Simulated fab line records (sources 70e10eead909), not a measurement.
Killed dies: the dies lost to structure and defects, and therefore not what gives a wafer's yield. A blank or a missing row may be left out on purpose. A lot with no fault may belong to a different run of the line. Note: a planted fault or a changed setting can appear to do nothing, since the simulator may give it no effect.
fab line records	flow nandHarc
record: lots: 12	wafers: 36	lastDay: 33
route steps=1302 shown P_CONTACT@218 END@1302
lots that met no fault: from a run of the same line without faults
startH: start of the lot's first displayed wafer, in hours after the record's first day	waitH: hours elapsed since this lot's preceding step	" identical to the entry in the row above	L1.1+2: a single row standing in for several wafers	- value missing, or start not given	* or withheld: withheld	< > ~ a bound
route shown NAME@n: a module of which the file shows steps, and the number in the route of the first	usual: mean/standard deviation taken from wafers without a fault	same: alike in all rows	chamber/n: place in a boat	sites: per-site readings	_std_site: how widely they spread, as a standard deviation	_edge_site: mean of outer sites minus mean of inner sites	radiusMm: how far each site lies from the wafer's centre	mask NAME#n: copy n	behind: tool/chamber where the wafer was last shaped	hold: what put the lot on hold/how long, in hours/how the hold closed	device: the n, p or np transistor that did not switch	end of line: the route-end tests of the same wafers	a step without rows: its recipe alone	killed: count of dies lost to structure and defects at first sort (not the wafer's yield)	map: the dies of a wafer, with x for killed, . for not killed, _ for no die there
set.NAME: the setting as run; set.NAME@STEP: as run at that earlier step	model.NAME: the simulator's own value behind a step, which no gauge read
route steps across a sampled set of lots; one table per step, one row per wafer
services: a tool's chamber out of use, with start hour (startH, from the record's first day; less than 0 if before it), hours out, and reason
== steps ==
step: NHARC_P_CONTACT_DEP_00
recipe: targetThkA: 5000	tempC: 400	pressureTorr: 6.5	rfW: 900	teosFlowSccm: 161.4	flowSccm: 2650	targetThkNm: 500	gas: O2	material: SiO2
usual: heaterPowerW: 566/98	throttleValvePct: 16.0/0.72
lot.wafer	tool	chamber	startH	waitH	heaterPowerW	throttleValvePct
L529.2	pecvd-02	0	-	-	531	17.2
L529.5	"	1	"	"	571	15.8
L529.6	"	0	"	"	549	17.0
L530.1	pecvd-04	2	-	-	439	16.1
L530.3	"	0	"	"	679	15.1
L530.4	"	2	"	"	443	15.9
L532.2	pecvd-02	0	-	-	496	17.4
L532.3	"	1	"	"	613	15.8
L532.6	"	0	"	"	520	17.3
L533.2	pecvd-01	1	-	-	685	16.4
L533.3	"	0	"	"	536	15.7
L533.6	"	1	"	"	700	16.4
L535.1	pecvd-04	1	-	-	612	16.0
L535.2	"	0	"	"	625	15.4
L535.6	"	2	"	"	364	16.1
L538.2	pecvd-02	0	-	-	542	17.1
L538.1	"	1	"	"	608	15.7
L538.6	"	2	"	"	567	14.9
L539.2	pecvd-01	1	-	-	543	16.6
L539.1	"	0	"	"	478	15.9
L539.6	"	0	"	"	502	16.2
L544.1	pecvd-02	1	-	-	563	15.7
L544.3	"	2	"	"	582	15.2
L544.6	"	2	"	"	576	15.5
L545.1	pecvd-02	2	-	-	537	15.1
L545.4	"	2	"	"	566	15.3
L545.5	"	0	"	"	451	17.0
L546.3	pecvd-04	1	-	-	615	16.6
L546.6	"	2	"	"	445	15.9
L546.4	"	0	"	"	624	15.4
L547.2	pecvd-02	2	-	-	557	15.2
L547.4	"	2	"	"	581	15.0
L547.5	"	0	"	"	577	17.1
L550.6	pecvd-02	2	-	-	461	15.2
L550.5	"	0	"	"	605	17.1
L550.4	"	1	"	"	429	15.6
step: NHARC_P_CONTACT_PEB_10
recipe: pebTempC: 100	pebTimeS: 65
usual: heaterPowerTotalW: 156.6/0.43
lot.wafer	tool	chamber	startH	waitH	heaterPowerTotalW
L529.2	lithoTrack-06	0	126.36	0.1	156.6
L529.5	"	0	"	"	156.4
L529.6	"	0	"	"	156.1
L530.1	lithoTrack-01	0	134.54	0.1	156.2
L530.3	"	0	"	"	156.9
L530.4	"	0	"	"	156.0
L532.2	lithoTrack-04	0	157.20	0.1	156.2
L532.3	"	0	"	"	156.0
L532.6	"	0	"	"	156.2
L533.2	lithoTrack-04	0	166.94	0.1	157.1
L533.3	"	0	"	"	156.5
L533.6	"	0	"	"	157.1
L535.1	lithoTrack-06	0	188.59	0.1	156.7
L535.2	"	0	"	"	156.5
L535.6	"	0	"	"	157.1
L538.1	lithoTrack-04	0	223.78	0.1	156.4
L538.2	"	0	"	"	157.1
L538.6	"	0	"	"	156.0
L539.1	lithoTrack-04	0	231.55	0.1	157.1
L539.2	"	0	"	"	156.9
L539.6	"	0	"	"	157.0
L544.1	lithoTrack-01	0	276.75	0.1	156.1
L544.3	"	0	"	"	157.1
L544.6	"	0	"	"	157.1
L545.1	lithoTrack-06	0	286.47	0.1	156.9
L545.4	"	0	"	"	156.1
L545.5	"	0	"	"	156.0
L546.3	lithoTrack-06	0	301.34	0.0	161.8
L546.4	"	0	"	"	162.4
L546.6	"	0	"	"	161.7
L547.2	lithoTrack-06	0	312.94	0.1	162.9
L547.4	"	0	"	"	162.3
L547.5	"	0	"	"	161.7
L550.4	lithoTrack-01	0	342.88	0.0	156.9
L550.5	"	0	"	"	156.1
L550.6	"	0	"	"	156.8
step: NHARC_P_CONTACT_CD_MEAS_12
recipe: targetCdNm: 90	landingEnergyEv: 500
usual: cdNm: 89.1/0.77
lot.wafer	tool	chamber	startH	waitH	cdNm
L529.2	cdSem-01	0	126.44	-	88.3
L529.5	"	0	"	"	88.0
L529.6	"	0	"	"	88.5
L530.1	cdSem-03	0	134.62	-	90.6
L530.3	"	0	"	"	89.6
L530.4	"	0	"	"	89.9
L532.2	cdSem-03	0	157.28	-	89.8
L532.3	"	0	"	"	89.4
L532.6	"	0	"	"	89.3
L533.2	cdSem-02	0	167.03	-	88.9
L533.3	"	0	"	"	89.6
L533.6	"	0	"	"	89.7
L535.1	cdSem-02	0	188.67	-	88.8
L535.2	"	0	"	"	88.2
L535.6	"	0	"	"	88.6
L538.1	cdSem-03	0	223.86	-	89.6
L538.2	"	0	"	"	89.6
L538.6	"	0	"	"	89.0
L539.1	cdSem-03	0	231.63	-	88.7
L539.2	"	0	"	"	87.9
L539.6	"	0	"	"	88.8
L544.1	cdSem-01	0	276.83	-	89.5
L544.3	"	0	"	"	89.4
L544.6	"	0	"	"	90.1
L545.1	cdSem-03	0	286.55	-	89.7
L545.4	"	0	"	"	88.4
L545.5	"	0	"	"	89.2
L546.3	cdSem-01	0	301.42	-	86.0
L546.4	"	0	"	"	86.9
L546.6	"	0	"	"	85.9
L547.2	cdSem-02	0	313.03	-	86.3
L547.4	"	0	"	"	86.0
L547.5	"	0	"	"	87.3
L550.4	cdSem-03	0	342.97	-	89.3
L550.5	"	0	"	"	90.2
L550.6	"	0	"	"	89.7
step: NHARC_P_CONTACT_OVL_MEAS_13
usual: overlayXNm: -0.1/0.77	overlayYNm: -0.1/0.86
lot.wafer	tool	chamber	startH	waitH	overlayXNm	overlayYNm
L529.2	overlay-01	-	126.53	-	0.4	-0.6
L529.5	"	-	"	"	0.0	-0.1
L529.6	"	-	"	"	0.6	-0.9
L530.1	overlay-01	-	134.70	-	-0.3	-0.6
L530.3	"	-	"	"	0.4	0.1
L530.4	"	-	"	"	-0.7	-0.4
L532.2	overlay-01	-	157.36	-	-0.3	0.9
L532.3	"	-	"	"	-0.4	1.3
L532.6	"	-	"	"	-0.6	0.8
L533.2	overlay-02	-	167.11	-	-0.2	-0.3
L533.3	"	-	"	"	0.4	-1.1
L533.6	"	-	"	"	0.4	-0.9
L535.1	overlay-01	-	188.76	-	-1.5	1.5
L535.2	"	-	"	"	-0.5	1.2
L535.6	"	-	"	"	-0.5	1.7
L538.1	overlay-01	-	223.95	-	0.9	-0.4
L538.2	"	-	"	"	0.7	0.0
L538.6	"	-	"	"	0.2	-0.8
L539.1	overlay-01	-	231.72	-	1.3	0.0
L539.2	"	-	"	"	1.0	0.4
L539.6	"	-	"	"	1.1	0.1
L544.1	overlay-01	-	276.91	-	0.2	-0.6
L544.3	"	-	"	"	0.6	-0.2
L544.6	"	-	"	"	1.0	-0.4
L545.1	overlay-02	-	286.64	-	0.2	0.2
L545.4	"	-	"	"	0.5	0.0
L545.5	"	-	"	"	0.5	0.2
L546.3	overlay-02	-	301.51	-	-1.2	2.2
L546.4	"	-	"	"	-1.3	2.0
L546.6	"	-	"	"	-1.3	1.5
L547.2	overlay-01	-	313.12	-	0.8	0.2
L547.4	"	-	"	"	1.5	0.1
L547.5	"	-	"	"	0.9	0.2
L550.4	overlay-02	-	343.05	-	0.1	0.0
L550.5	"	-	"	"	-0.4	0.1
L550.6	"	-	"	"	-0.4	0.2
step: NHARC_P_CONTACT_ETCH_36
recipe: targetDepthA: 2600	overEtchFrac: 0.25	timeS: 406.25	ionEnergyEv: 200	n2FlowSccm: 150	h2FlowSccm: 150	arFlowSccm: 0	rfW: 400	biasW: 150	chemistry: N2/H2
usual: chamberPressureMTorr: 30.000/0.029	drypumpMotorCurrentA: 5.9/0.41	oesProductAu: 0.996/0.014	rfVppV: 430.9/2.6	showerheadPlenumPTorr: 2.05/0.092	throttleValvePct: 14.171/0.0091
lot.wafer	tool	chamber	startH	waitH	chamberPressureMTorr	drypumpMotorCurrentA	oesProductAu	rfHoursCounterH	rfVppV	showerheadPlenumPTorr	throttleValvePct
L529.2	rieDiel-11	3	-	-	30.003	5.7	1.007	1.3	432.8	2.15	14.162
L529.5	"	1	"	"	30.022	6.3	0.995	-	427.5	1.96	14.186
L529.6	"	2	"	"	30.020	6.5	1.004	-	432.4	2.17	14.174
L530.1	rieDiel-11	2	-	-	29.965	6.5	0.996	1.6	433.6	2.17	14.172
L530.4	"	3	"	"	30.000	5.6	1.020	1.7	434.4	2.15	14.166
L530.3	"	0	"	"	29.982	5.9	0.984	1.7	427.2	1.91	14.176
L532.2	rieDiel-01	2	-	-	29.987	5.8	0.996	2.8	432.7	2.10	14.164
L532.3	"	1	"	"	29.993	6.1	1.008	2.6	432.0	2.10	14.175
L532.6	"	3	"	"	30.021	5.4	0.982	-	430.0	2.05	14.170
L533.3	rieDiel-06	2	-	-	30.054	5.7	0.980	1.9	433.1	2.14	14.162
L533.2	"	3	"	"	30.010	6.6	1.000	2.2	429.8	2.00	14.172
L533.6	"	0	"	"	29.923	5.6	1.005	-	433.5	2.10	14.177
L535.2	rieDiel-06	0	-	-	29.946	5.7	1.002	3.4	432.5	2.10	14.166
L535.1	"	2	"	"	30.039	5.7	0.978	3.3	433.6	2.14	14.188
L535.6	"	2	"	"	29.995	5.7	0.983	-	432.8	2.14	14.175
L538.1	rieDiel-11	0	-	-	30.020	5.9	0.983	4.1	425.7	1.91	14.167
L538.2	"	2	"	"	30.000	6.5	1.008	3.9	433.6	2.17	14.162
L538.6	"	3	"	"	30.037	5.6	0.996	-	433.1	2.15	14.190
L539.2	rieDiel-06	0	-	-	29.983	5.7	0.987	6.0	431.5	2.10	14.180
L539.1	"	3	"	"	29.949	6.5	0.992	4.9	429.7	2.00	14.181
L539.6	"	1	"	"	30.002	5.1	0.976	-	431.1	2.05	14.176
L544.1	rieDiel-11	3	-	-	29.961	5.7	0.992	0.8	433.0	2.15	14.171
L544.3	"	1	"	"	30.032	6.3	1.003	0.8	428.4	1.95	14.166
L544.6	"	2	"	"	30.012	6.5	0.962	-	433.2	2.17	14.178
L545.4	rieDiel-11	1	-	-	30.014	6.2	1.015	1.4	425.8	1.95	14.184
L545.1	"	0	"	"	30.009	5.9	0.995	1.4	426.9	1.91	14.167
L545.5	"	2	"	"	29.993	6.5	0.971	-	434.7	2.17	14.175
L546.4	rieDiel-01	2	-	-	30.007	5.8	1.011	1.8	432.4	2.10	14.174
L546.3	"	0	"	"	30.071	5.4	1.009	1.9	427.6	1.90	14.152
L546.6	"	2	"	"	29.951	5.8	1.014	-	431.9	2.10	14.184
L547.4	rieDiel-01	3	-	-	30.015	5.4	0.984	2.5	431.9	2.04	14.169
L547.2	"	2	"	"	30.007	5.9	1.003	2.5	433.0	2.10	14.165
L547.5	"	0	"	"	30.026	5.4	1.014	-	426.3	1.90	14.161
L550.4	rieDiel-01	3	-	-	29.950	5.4	0.985	3.8	431.2	2.04	14.178
L550.5	"	2	"	"	30.015	5.8	1.012	-	432.8	2.10	14.179
L550.6	"	3	"	"	30.054	5.4	0.987	-	430.2	2.04	14.160
step: NHARC_END_SORT_01
recipe: tempC: 25
usual: killedAtArray: 59/21	killedAtOther: 0.8/1.1	killedAtPeriphery: 4.1/2.8	killedDies: 64/20	killedOpen: 3.1/1.7	killedShort: 2.4/1.6
same: grossDies: 677
lot.wafer	tool	chamber	startH	waitH	killedAtArray	killedAtOther	killedAtPeriphery	killedDies	killedOpen	killedShort
L529.2	prober-01	0	562.19	2.8	73	0	3	76	2	0
L529.5	prober-01	0	564.58	3.7	74	0	3	77	5	2
L529.6	prober-01	0	565.37	4.0	70	0	6	76	1	4
L530.1	prober-01	0	594.55	2.5	39	0	1	40	2	1
L530.3	prober-01	0	596.14	3.1	36	0	2	38	2	3
L530.4	prober-01	0	596.93	3.4	50	0	4	54	4	2
L532.2	prober-02	0	595.32	2.8	98	2	2	102	6	1
L532.3	prober-02	0	596.14	3.1	98	2	1	101	4	1
L532.6	prober-02	0	598.57	4.1	61	3	2	66	3	4
L533.2	prober-02	0	610.03	2.8	84	2	0	86	5	2
L533.3	prober-02	0	610.83	3.1	76	1	1	78	1	2
L533.6	prober-02	0	613.21	4.0	82	1	2	85	3	1
L535.1	prober-01	0	627.59	2.5	35	0	2	37	5	2
L535.2	prober-01	0	628.40	2.8	27	0	4	31	2	4
L535.6	prober-01	0	631.62	4.0	20	2	4	26	1	3
L538.1	prober-02	0	666.71	2.5	33	2	5	40	3	1
L538.2	prober-02	0	667.49	2.8	47	3	4	54	3	0
L538.6	prober-02	0	670.63	3.9	42	1	1	44	1	4
L539.1	prober-01	0	681.05	2.5	35	3	7	45	5	5
L539.2	prober-01	0	681.84	2.8	43	2	5	50	6	5
L539.6	prober-01	0	685.00	4.0	42	0	8	50	5	4
L544.1	prober-02	0	721.62	2.5	72	0	9	81	2	0
L544.3	prober-02	0	723.22	3.1	93	0	4	97	1	0
L544.6	prober-02	0	725.62	4.0	99	1	7	107	2	3
L545.1	prober-02	0	743.46	2.5	43	1	5	49	4	2
L545.4	prober-02	0	745.85	3.4	53	0	4	57	4	4
L545.5	prober-02	0	746.64	3.7	58	0	7	65	6	4
L546.3	prober-01	0	745.11	3.1	25	2	7	34	4	3
L546.4	prober-01	0	745.93	3.4	30	0	5	35	3	3
L546.6	prober-01	0	747.56	4.1	37	2	8	47	6	4
L547.2	prober-01	0	762.11	2.8	73	0	4	77	4	2
L547.4	prober-01	0	763.70	3.4	94	1	0	95	2	4
L547.5	prober-01	0	764.49	3.7	70	1	0	71	3	1
L550.4	prober-02	0	783.21	3.4	46	0	3	49	3	1
L550.5	prober-02	0	784.01	3.7	64	0	1	65	2	1
L550.6	prober-02	0	784.81	4.0	56	0	4	60	4	3
killed by level:class
L529.2 A_CHANNEL_HOLE_D1:chamberFilmFlake=35 A_SLIT:chamberFilmFlake=25 A_STAIRCASE:chamberFilmFlake=5 A_CHANNEL_HOLE_D2:chamberFilmFlake=3 A_CONTACT:chamberFilmFlake=3 P_CONTACT:geometricParticle:open=1 A_ONON_D2:geometricParticle:open=1 P_STI:chamberFilmFlake=1
L529.5 A_SLIT:chamberFilmFlake=27 A_CHANNEL_HOLE_D1:chamberFilmFlake=23 A_CHANNEL_HOLE_D2:chamberFilmFlake=7 A_STAIRCASE:chamberFilmFlake=5 A_WL_FILL:geometricParticle:open=2 A_WL_FILL:chamberFilmFlake=2 A_CONTACT:chamberFilmFlake=2 A_CHANNEL_HOLE_D1:geometricParticle:short=1
L529.6 A_CHANNEL_HOLE_D1:chamberFilmFlake=30 A_SLIT:chamberFilmFlake=23 A_CHANNEL_HOLE_D2:chamberFilmFlake=8 A_WL_FILL:chamberFilmFlake=3 P_BONDPAD:chamberFilmFlake=2 A_STAIRCASE:chamberFilmFlake=2 P_CONTACT:geometricParticle:open=1 P_M2:geometricParticle:short=1
L530.1 A_CHANNEL_HOLE_D2:chamberFilmFlake=28 A_CONTACT:chamberFilmFlake=5 A_CHANNEL_HOLE_D1:chamberFilmFlake=2 A_ONON_D1:geometricParticle:open=1 A_DECK1_JOINT:geometricParticle:short=1 A_M0:geometricParticle:open=1 P_BONDPAD:chamberFilmFlake=1 A_BLC:chamberFilmFlake=1
L532.2 A_CHANNEL_HOLE_D2:chamberFilmFlake=34 A_SLIT:chamberFilmFlake=27 A_CHANNEL_HOLE_D1:chamberFilmFlake=26 A_BLC:geometricParticle:open=3 A_DECK1_JOINT:chamberFilmFlake=2 A_STAIRCASE:chamberFilmFlake=2 THIN_TSV:chamberFilmFlake=2 P_M1:geometricParticle:open=1
L530.3 A_CHANNEL_HOLE_D2:chamberFilmFlake=24 A_CONTACT:chamberFilmFlake=4 P_BONDPAD:chamberFilmFlake=2 A_CHANNEL_HOLE_D1:chamberFilmFlake=2 A_DECK1_JOINT:geometricParticle:short=1 A_ONON_D2:geometricParticle:open=1 A_SGD_CUT:geometricParticle:short=1 A_M0:geometricParticle:open=1
L532.3 A_CHANNEL_HOLE_D2:chamberFilmFlake=38 A_CHANNEL_HOLE_D1:chamberFilmFlake=27 A_SLIT:chamberFilmFlake=23 A_STAIRCASE:chamberFilmFlake=4 THIN_TSV:chamberFilmFlake=2 P_CONTACT:geometricParticle:open=1 A_ONON_D1:geometricParticle:open=1 A_CHANNEL_HOLE_D2:geometricParticle:open=1
L530.4 A_CHANNEL_HOLE_D2:chamberFilmFlake=35 P_BONDPAD:chamberFilmFlake=4 A_CONTACT:chamberFilmFlake=4 A_M0:geometricParticle:open=2 A_STAIRCASE:chamberFilmFlake=2 A_ONON_D1:geometricParticle:open=1 A_ONON_D1:geometricParticle:short=1 A_DECK1_JOINT:geometricParticle:short=1
L532.6 A_SLIT:chamberFilmFlake=21 A_CHANNEL_HOLE_D2:chamberFilmFlake=16 A_CHANNEL_HOLE_D1:chamberFilmFlake=16 A_M0:geometricParticle:short=3 THIN_TSV:chamberFilmFlake=2 P_M2:geometricParticle:open=1 A_CHANNEL_FILL_D1:geometricParticle:short=1 A_CHANNEL_FILL_D1:geometricParticle:open=1
L533.2 A_CHANNEL_HOLE_D1:chamberFilmFlake=33 A_SLIT:chamberFilmFlake=28 A_CHANNEL_HOLE_D2:chamberFilmFlake=6 A_CONTACT:chamberFilmFlake=3 A_BLC:chamberFilmFlake=3 A_DECK1_JOINT:chamberFilmFlake=2 A_CHANNEL_FILL_D1:geometricParticle:open=1 A_DECK1_JOINT:geometricParticle:short=1
L533.3 A_CHANNEL_HOLE_D1:chamberFilmFlake=28 A_SLIT:chamberFilmFlake=20 A_CHANNEL_HOLE_D2:chamberFilmFlake=11 A_CONTACT:chamberFilmFlake=4 A_BLC:chamberFilmFlake=3 A_M1:chamberFilmFlake=3 A_DECK1_JOINT:chamberFilmFlake=2 A_ONON_D2:geometricParticle:open=1
L533.6 A_CHANNEL_HOLE_D1:chamberFilmFlake=37 A_SLIT:chamberFilmFlake=20 A_CHANNEL_HOLE_D2:chamberFilmFlake=7 A_CONTACT:chamberFilmFlake=5 A_M1:chamberFilmFlake=3 A_BLC:chamberFilmFlake=3 A_WL_FILL:chamberFilmFlake=2 P_M1:geometricParticle:open=1
L535.1 A_CHANNEL_HOLE_D2:chamberFilmFlake=15 A_CHANNEL_HOLE_D1:chamberFilmFlake=5 A_WL_FILL:chamberFilmFlake=3 A_M0:geometricParticle:open=2 A_SLIT:chamberFilmFlake=2 A_BLC:chamberFilmFlake=2 P_STI:geometricParticle:open=1 A_SOURCE_PLATE:geometricParticle:short=1
L535.2 A_CHANNEL_HOLE_D2:chamberFilmFlake=11 A_BLC:chamberFilmFlake=4 A_CHANNEL_HOLE_D1:chamberFilmFlake=3 A_CHANNEL_HOLE_D2:geometricParticle:open=2 P_ZERO_WELL:chamberFilmFlake=2 P_M0:chamberFilmFlake=2 A_CONTACT:chamberFilmFlake=2 A_DECK1_JOINT:geometricParticle:short=1
L535.6 A_CHANNEL_HOLE_D2:chamberFilmFlake=11 A_SLIT:chamberFilmFlake=2 THIN_TSV:chamberFilmFlake=2 P_M0:geometricParticle:open=1 P_M1:geometricParticle:short=1 A_ONON_D2:geometricParticle:short=1 A_M0:geometricParticle:short=1 P_ZERO_WELL:chamberFilmFlake=1
L538.1 A_SLIT:chamberFilmFlake=25 A_CHANNEL_HOLE_D1:chamberFilmFlake=3 P_CONTACT:geometricParticle:open=2 A_CHANNEL_FILL_D2:chamberFilmFlake=2 A_WL_FILL:chamberFilmFlake=2 P_M1:geometricParticle:short=1 A_CHANNEL_HOLE_D2:geometricParticle:open=1 P_ZERO_WELL:chamberFilmFlake=1
L538.2 A_SLIT:chamberFilmFlake=31 A_CHANNEL_HOLE_D1:chamberFilmFlake=4 P_M1:chamberFilmFlake=3 A_WL_FILL:chamberFilmFlake=3 A_CONTACT:chamberFilmFlake=3 THIN_TSV:chamberFilmFlake=2 A_SOURCE_PLATE:geometricParticle:open=1 A_WL_FILL:geometricParticle:open=1
L538.6 A_SLIT:chamberFilmFlake=28 A_WL_FILL:chamberFilmFlake=3 A_CONTACT:chamberFilmFlake=2 P_STI:geometricParticle:short=1 A_CHANNEL_HOLE_D1:geometricParticle:short=1 A_ONON_D2:geometricParticle:short=1 A_CHANNEL_FILL_D2:geometricParticle:short=1 A_CONTACT:geometricParticle:open=1
L539.1 A_CHANNEL_HOLE_D1:chamberFilmFlake=19 A_CHANNEL_HOLE_D2:chamberFilmFlake=6 P_STI:chamberFilmFlake=3 THIN_TSV:chamberFilmFlake=3 P_STI:geometricParticle:short=1 P_CONTACT:geometricParticle:short=1 P_CONTACT:geometricParticle:open=1 A_CHANNEL_FILL_D1:geometricParticle:open=1
L539.2 A_CHANNEL_HOLE_D1:chamberFilmFlake=25 A_CONTACT:chamberFilmFlake=4 A_CHANNEL_HOLE_D2:chamberFilmFlake=3 A_BLC:geometricParticle:short=2 P_M2:chamberFilmFlake=2 A_STAIRCASE:chamberFilmFlake=2 P_GATE:geometricParticle:open=1 P_CONTACT:geometricParticle:open=1
L539.6 A_CHANNEL_HOLE_D1:chamberFilmFlake=27 A_CHANNEL_FILL_D1:geometricParticle:open=2 P_ZERO_WELL:chamberFilmFlake=2 A_DECK1_JOINT:chamberFilmFlake=2 A_STAIRCASE:chamberFilmFlake=2 A_SLIT:chamberFilmFlake=2 A_BONDPAD:chamberFilmFlake=2 P_GATE:geometricParticle:open=1
L544.1 A_CHANNEL_HOLE_D1:chamberFilmFlake=37 A_SLIT:chamberFilmFlake=20 A_CHANNEL_HOLE_D2:chamberFilmFlake=10 P_M2:chamberFilmFlake=5 P_GATE:chamberFilmFlake=2 A_WL_FILL:chamberFilmFlake=2 P_CONTACT:geometricParticle:open=1 A_CONTACT:geometricParticle:open=1
L544.3 A_SLIT:chamberFilmFlake=32 A_CHANNEL_HOLE_D1:chamberFilmFlake=31 A_CHANNEL_HOLE_D2:chamberFilmFlake=20 A_STAIRCASE:chamberFilmFlake=4 P_M2:chamberFilmFlake=3 A_WL_FILL:chamberFilmFlake=2 A_CONTACT:chamberFilmFlake=2 A_WL_FILL:geometricParticle:open=1
L544.6 A_CHANNEL_HOLE_D1:chamberFilmFlake=37 A_SLIT:chamberFilmFlake=32 A_CHANNEL_HOLE_D2:chamberFilmFlake=18 A_STAIRCASE:chamberFilmFlake=4 A_WL_FILL:chamberFilmFlake=3 A_CONTACT:chamberFilmFlake=3 P_GATE:chamberFilmFlake=2 P_M2:chamberFilmFlake=2
L545.1 A_SLIT:chamberFilmFlake=24 A_CHANNEL_HOLE_D1:chamberFilmFlake=13 P_GATE:chamberFilmFlake=3 A_CHANNEL_FILL_D2:geometricParticle:open=2 P_M0:geometricParticle:open=1 P_M0:geometricParticle:short=1 A_CHANNEL_HOLE_D1:geometricParticle:open=1 A_WL_FILL:geometricParticle:short=1
L546.3 A_CHANNEL_HOLE_D1:chamberFilmFlake=15 A_CONTACT:chamberFilmFlake=4 A_SLIT:chamberFilmFlake=3 P_M1:geometricParticle:open=2 P_M0:chamberFilmFlake=2 P_BONDPAD:chamberFilmFlake=2 P_CONTACT:geometricParticle:short=1 A_CHANNEL_HOLE_D1:geometricParticle:open=1
L545.4 A_SLIT:chamberFilmFlake=32 A_CHANNEL_HOLE_D1:chamberFilmFlake=10 P_M2:chamberFilmFlake=2 A_CONTACT:chamberFilmFlake=2 P_CONTACT:geometricParticle:short=1 P_M0:geometricParticle:open=1 A_ONON_D1:geometricParticle:short=1 A_CHANNEL_FILL_D1:geometricParticle:short=1
L546.4 A_CHANNEL_HOLE_D1:chamberFilmFlake=11 A_CONTACT:chamberFilmFlake=7 A_SLIT:chamberFilmFlake=4 P_M0:chamberFilmFlake=2 A_STAIRCASE:chamberFilmFlake=2 P_CONTACT:geometricParticle:short=1 A_ONON_D1:geometricParticle:open=1 A_ONON_D2:geometricParticle:open=1
L545.5 A_SLIT:chamberFilmFlake=34 A_CHANNEL_HOLE_D1:chamberFilmFlake=6 A_CONTACT:chamberFilmFlake=5 P_M2:chamberFilmFlake=4 A_M0:geometricParticle:open=2 A_CHANNEL_FILL_D1:chamberFilmFlake=2 A_STAIRCASE:chamberFilmFlake=2 P_M0:geometricParticle:open=1
L546.6 A_CHANNEL_HOLE_D1:chamberFilmFlake=11 A_SLIT:chamberFilmFlake=8 A_CONTACT:chamberFilmFlake=5 P_M0:chamberFilmFlake=4 A_STAIRCASE:chamberFilmFlake=3 A_WL_FILL:chamberFilmFlake=3 P_M0:geometricParticle:open=2 A_ONON_D2:geometricParticle:short=2
L547.2 A_SLIT:chamberFilmFlake=35 A_CHANNEL_HOLE_D1:chamberFilmFlake=26 P_GATE:chamberFilmFlake=4 A_CONTACT:chamberFilmFlake=4 A_M0:geometricParticle:open=2 A_ONON_D1:geometricParticle:open=1 A_CHANNEL_HOLE_D1:geometricParticle:open=1 A_CHANNEL_HOLE_D2:geometricParticle:short=1
L547.4 A_CHANNEL_HOLE_D1:chamberFilmFlake=40 A_SLIT:chamberFilmFlake=36 A_STAIRCASE:chamberFilmFlake=7 A_CONTACT:chamberFilmFlake=4 A_CHANNEL_FILL_D1:geometricParticle:short=2 A_DECK1_JOINT:geometricParticle:short=2 A_ONON_D1:geometricParticle:open=1 A_CHANNEL_FILL_D1:geometricParticle:open=1
L547.5 A_SLIT:chamberFilmFlake=26 A_CHANNEL_HOLE_D1:chamberFilmFlake=24 A_CONTACT:chamberFilmFlake=9 A_STAIRCASE:chamberFilmFlake=5 A_CONTACT:geometricParticle:open=2 A_CHANNEL_HOLE_D2:geometricParticle:short=1 A_CHANNEL_FILL_D2:geometricParticle:open=1 A_ZERO_WELL:chamberFilmFlake=1
L550.4 A_SLIT:chamberFilmFlake=26 A_CONTACT:chamberFilmFlake=8 A_BLC:chamberFilmFlake=3 P_GATE:chamberFilmFlake=2 A_CHANNEL_HOLE_D2:chamberFilmFlake=2 A_SGD_CUT:chamberFilmFlake=2 P_M0:geometricParticle:open=1 A_CHANNEL_FILL_D1:geometricParticle:short=1
L550.5 A_SLIT:chamberFilmFlake=33 A_CONTACT:chamberFilmFlake=12 A_CHANNEL_HOLE_D1:chamberFilmFlake=7 A_CHANNEL_FILL_D1:chamberFilmFlake=4 A_SGD_CUT:chamberFilmFlake=3 A_CHANNEL_FILL_D2:geometricParticle:short=1 A_SLIT:geometricParticle:open=1 A_M0:geometricParticle:open=1
L550.6 A_SLIT:chamberFilmFlake=26 A_CHANNEL_HOLE_D1:chamberFilmFlake=7 A_CONTACT:chamberFilmFlake=7 P_GATE:chamberFilmFlake=3 A_CHANNEL_HOLE_D2:chamberFilmFlake=3 A_SGD_CUT:chamberFilmFlake=2 A_WL_FILL:chamberFilmFlake=2 P_CONTACT:geometricParticle:open=1
== services ==
tool	chamber	startH	hours	kind
rieDiel-06	0	118.94	3.8	repair
pecvd-01	-	130.10	13.0	pm
rieDiel-06	-	130.42	9.0	pm
rieDiel-11	3	147.99	31.1	repair
lithoTrack-01	-	155.00	7.0	pm
rieDiel-06	1	167.17	25.8	repair
lithoTrack-06	-	179.00	7.0	pm
pecvd-01	1	184.17	3.5	repair
rieDiel-06	3	194.01	7.7	repair
rieDiel-11	3	195.82	24.4	repair
rieDiel-06	2	196.13	3.6	repair
lithoTrack-04	-	203.00	7.0	pm
rieDiel-01	-	203.82	9.0	pm
pecvd-04	1	226.76	5.5	repair
pecvd-02	-	227.00	13.0	pm
rieDiel-11	-	255.50	9.0	pm
pecvd-04	-	269.20	13.0	pm
rieDiel-01	0	283.83	6.9	repair
rieDiel-06	0	286.71	3.3	repair
rieDiel-06	1	291.09	17.1	repair
rieDiel-06	-	307.42	9.0	pm
rieDiel-01	2	328.11	8.5	repair
lithoTrack-01	-	330.00	7.0	pm
rieDiel-11	3	341.57	1.4	repair
== key ==
firstSign: step: NHARC_P_CONTACT_PEB_10	reading: heaterPowerTotalW	direction: up	sigmas: 13	usual: *	struck: *
effect: step: NHARC_P_CONTACT_CD_MEAS_12	reading: cdNm	direction: down	sigmas: 3.6	usual: 89.1	struck: 86.4	through: controlLoop
metAt NHARC_P_CONTACT_PEB_10
struckLots L546,L547
testerLeftOut L546,L547
loopTrim: step: NHARC_P_CONTACT_EXPOSE_09	setting: dose	lots: L547
notActingAt NHARC_P_CONTACT_DEP_00,NHARC_P_CONTACT_OVL_MEAS_13,NHARC_P_CONTACT_ETCH_36
onsetBetween 286.47 301.34
fault: kind: processParameterDrift	tool: lithoTrack-06	chamber: -	onsetH: 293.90	steps: NHARC_P_CONTACT_PEB_10	channel: pebTimeS	offset: *	shape: step	endH: 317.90	actsIn: *	stated: *
testerLeftOut: of these lots the tester's yield and bins aren't shown, on N5 and GAA mostly nor the transistor test; their killed dies are dies lost to structure and defects alone, not to doping, threshold or leakage, so they don't give the yield
loopTrim: a control loop set the setting to another value than it would have without faults
